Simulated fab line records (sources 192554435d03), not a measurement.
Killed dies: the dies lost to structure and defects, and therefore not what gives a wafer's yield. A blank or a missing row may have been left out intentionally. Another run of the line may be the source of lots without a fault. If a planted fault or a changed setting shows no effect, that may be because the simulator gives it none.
Which tool was responsible? | flow n5 finfet | Sampling: 10 lots, 30 wafers, 2 of 1938 route steps

== WHAT EACH GAUGE READ, for each wafer ==
N5_BEOL_M4_RC_MEAS_101.
lot  | measured     | on        | COMB_M4_max_site (S/m)
L326 | day 8 22:55  | prober-02 | 1e-10 9.9e-11 6.2e-11
L327 | day 9 01:54  | prober-01 | 5.9e-11 6.2e-11 7.7e-11
L328 | day 9 09:13  | prober-01 | 1.26e-10 8.8e-11 9.5e-11
L336 | day 11 10:53 | prober-02 | 7.02e-10 9.06e-10 8.9e-11
L338 | day 12 11:37 | prober-01 | 7.9e-11 8.1e-11 1.09e-10
L337 | day 12 16:50 | prober-01 | 1.16e-10 6.7e-11 9.8e-11
L341 | day 12 22:43 | prober-01 | 8.7e-11 1.12e-10 8.6e-11
L342 | day 13 00:56 | prober-02 | 6.4e-11 7.9e-11 9.3e-11
L343 | day 13 14:05 | prober-01 | 6.4e-11 7.9e-11 7.5e-11
L346 | day 14 06:08 | prober-01 | 6.3e-11 6.6e-11 6.8e-11

== WHICH TOOL RAN EACH LOT (tool, then ch and the chambers of the sampled wafers, then the start) ==
lot  | N5_BEOL_M4_ALD_84
L326 | ald metal-02 ch 0,2, day 8 19:13
L327 | ald metal-01 ch 0,1,2, day 8 22:17
L328 | ald metal-03 ch 1,2,3, day 9 04:43
L336 | ald metal-01 ch 0,1, day 11 07:14
L338 | ald metal-03 ch 0,1, day 12 04:37
L337 | ald metal-02 ch 0,3, day 12 07:58
L341 | ald metal-02 ch 0,1,3, day 12 16:02
L342 | ald metal-03 ch 0,1,2, day 12 18:23
L343 | ald metal-02 ch 0,2, day 13 10:11
L346 | ald metal-02 ch 0,1,3, day 14 02:22
- N5_BEOL_M4_ALD_84: deposits TaN, pulse time 2 s, purge time 3 s, co reactant purge time 2 s.

== THE ANSWER, worked out from the rows above alone ==
Rule: what is usual is taken from the lots themselves. Put in order of their means at a reading, lots are off if they are a third of the lots or fewer, leave a main group of 4 or more, and stand apart from it by a gap of 3 or more times the standard deviation of the main group's means; of several such gaps the widest counts. Not used: any main group whose means are identical at the precision the tables above print for the reading. A lot without any number at a reading at which 4 lots or more have one is off too. All remaining lots with rows at the step are treated as sound.
Off: at N5_BEOL_M4_RC_MEAS_101 (COMB_M4_max_site), L336. The main group: mean 8.3e-11 S/m, standard deviation 1.3e-11.
If a tool, at a process step before that reading, ran all the lots that are off and no sound lot after the first of them, it fits. The gauges at N5_BEOL_M4_RC_MEAS_101 are tried like those tools. One candidate fits, namely ald metal-01 at N5_BEOL_M4_ALD_84. Its last sound lot is L327 (day 8 22:17), its first lot that is off L336 (day 11 07:14): a fault that began between those two fits.

== WHAT HAD BEEN PUT IN BY THE SIMULATOR ==
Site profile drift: ald metal-01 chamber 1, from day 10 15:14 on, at N5_BEOL_M4_ALD_84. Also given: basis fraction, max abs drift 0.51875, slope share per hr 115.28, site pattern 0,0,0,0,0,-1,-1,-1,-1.
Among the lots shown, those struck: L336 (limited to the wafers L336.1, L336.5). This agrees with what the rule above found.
